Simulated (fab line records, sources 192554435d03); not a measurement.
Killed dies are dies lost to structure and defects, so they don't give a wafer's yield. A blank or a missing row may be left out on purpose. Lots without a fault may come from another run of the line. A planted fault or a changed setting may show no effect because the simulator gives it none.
Split-lot experiment | flow n5_finfet | 7 lots, 39 wafers read, on a route of 1938 steps

THE SPLIT
At N5_SD_EPI_N_DEVELOP_08 (develop time 30 s), the setting develop_time_s was moved away from the recipe's 30 s on 15 of the 39 wafers read, by -55.7% to +34.9%. The other wafers ran this setting at the recipe's value.

The file shows no step between the split and the reading.

THE READING
cd_nm, in nm, at N5_SD_EPI_N_CD_MEAS_09 (target cd 120 nm). Fault-free wafers of this fab line usually give 120.3 nm, standard deviation 0.66 nm.

wafer  | tool, chamber at the split | develop_time_s as run, s | against the recipe | cd_nm, nm | against lot-mates on the recipe
L079.1 | litho_track-04, 0          | 20.06                    | -33.1%             | 118.1     | -2.5
L079.2 | litho_track-04, 0          | 30                       | recipe             | 120.4     | -
L079.3 | litho_track-04, 0          | 20.06                    | -33.1%             | 117.6     | -3.0
L079.4 | litho_track-04, 0          | 30                       | recipe             | 120.3     | -
L079.5 | litho_track-04, 0          | 20.06                    | -33.1%             | 117.8     | -2.8
L079.6 | litho_track-04, 0          | 30                       | recipe             | 121.0     | -
L080.1 | litho_track-02, 0          | 30                       | recipe             | 119.5     | -
L080.2 | litho_track-02, 0          | 30                       | recipe             | 120.8     | -
L080.3 | litho_track-02, 0          | 30                       | recipe             | 121.0     | -
L080.4 | litho_track-02, 0          | 13.3                     | -55.7%             | 115.6     | -4.8
L080.5 | litho_track-02, 0          | 13.3                     | -55.7%             | 116.3     | -4.1
L080.6 | litho_track-02, 0          | 13.3                     | -55.7%             | 115.7     | -4.7
L081.1 | litho_track-04, 0          | 30                       | recipe             | 119.8     | -
L081.2 | litho_track-04, 0          | 30                       | recipe             | 120.5     | -
L081.3 | litho_track-04, 0          | 30                       | recipe             | 120.2     | -
L081.4 | litho_track-04, 0          | 30                       | recipe             | 121.1     | -
L081.5 | litho_track-04, 0          | 30                       | recipe             | 121.0     | -
L081.6 | litho_track-04, 0          | 30                       | recipe             | 119.9     | -
L086.1 | litho_track-02, 0          | 14.14                    | -52.9%             | 116.6     | -4.4
L086.2 | litho_track-02, 0          | 14.14                    | -52.9%             | 116.0     | -5.0
L086.3 | litho_track-02, 0          | 30                       | recipe             | 121.7     | -
L086.4 | litho_track-02, 0          | 14.14                    | -52.9%             | 116.4     | -4.6
L086.5 | litho_track-02, 0          | 30                       | recipe             | 120.1     | -
L086.6 | litho_track-02, 0          | 30                       | recipe             | 121.1     | -
L091.1 | litho_track-04, 0          | 30                       | recipe             | 120.0     | -
L091.2 | litho_track-04, 0          | 30                       | recipe             | 119.8     | -
L091.3 | litho_track-04, 0          | 30                       | recipe             | 119.6     | -
L091.4 | litho_track-04, 0          | 40.48                    | +34.9%             | 122.8     | +3.0
L091.5 | litho_track-04, 0          | 40.48                    | +34.9%             | 122.0     | +2.2
L091.6 | litho_track-04, 0          | 40.48                    | +34.9%             | 121.4     | +1.6
L093.1 | litho_track-04, 0          | 30                       | recipe             | 121.1     | -
L093.5 | litho_track-04, 0          | 30                       | recipe             | 120.5     | -
L093.6 | litho_track-04, 0          | 30                       | recipe             | 121.1     | -
L096.1 | litho_track-05, 0          | 14.9                     | -50.3%             | 116.1     | -4.5
L096.2 | litho_track-05, 0          | 14.9                     | -50.3%             | 117.3     | -3.3
L096.3 | litho_track-05, 0          | 30                       | recipe             | 120.6     | -
L096.4 | litho_track-05, 0          | 30                       | recipe             | 120.4     | -
L096.5 | litho_track-05, 0          | 14.9                     | -50.3%             | 117.6     | -3.0
L096.6 | litho_track-05, 0          | 30                       | recipe             | 120.7     | -

THE FIT
A straight line over all 39 wafers: cd_nm changes by +0.0719 nm for each +1% of develop_time_s; r = +0.95; the points scatter about the line by 0.61 nm.
The same after taking each lot's own level away (the mean of its wafers on the recipe; 39 wafers): +0.0778 nm for each +1%; r = +0.97; scatter 0.5 nm.
On that fit, the largest move of develop_time_s shifts the reading by 4.3 nm.
The lots' own levels span 119.80 to 120.97 nm, that is 1.8 times the standard deviation above.
So the lot-to-lot level changes the slope little: the two slopes agree.
Check: with one of the wafers moved furthest among these (-55.7%) left out of the fit, the line predicts -4.36 nm for it against its lot-mates. It came out at -4.83 nm against them.

OTHER SPLITS ON THESE WAFERS
These wafers also went through other splits before the reading. Each is held against what the fit with the lots' levels taken away leaves over:
other split on the same wafers       | wafers away from the commonest value | r with cd_nm (lot level and that fit taken away)
N5_STI_FIN_REVEAL_ETCHBACK_08 time_s | 15                                   | +0.35

THE WHOLE CHAIN: every reading that the file lists as answering this split, in the file's order
step                   | what it does             | reading                                                         | change (the file's fit)                | r (the file's)
N5_SD_EPI_N_CD_MEAS_09 | target cd 120 nm         | cd_nm                                                           | +0.0788 nm for each +1% of the setting | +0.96
N5_SD_EPI_N_DESCUM_14  | chemistry O2, time 7.9 s | SD_EPI_N.cd_nm (the simulator's own value, which no gauge read) | +0.0771 nm for each +1% of the setting | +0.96

THE FILE'S OWN FIT
cd_nm changes by +0.0788 nm for each +1% of develop_time_s, r = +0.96.
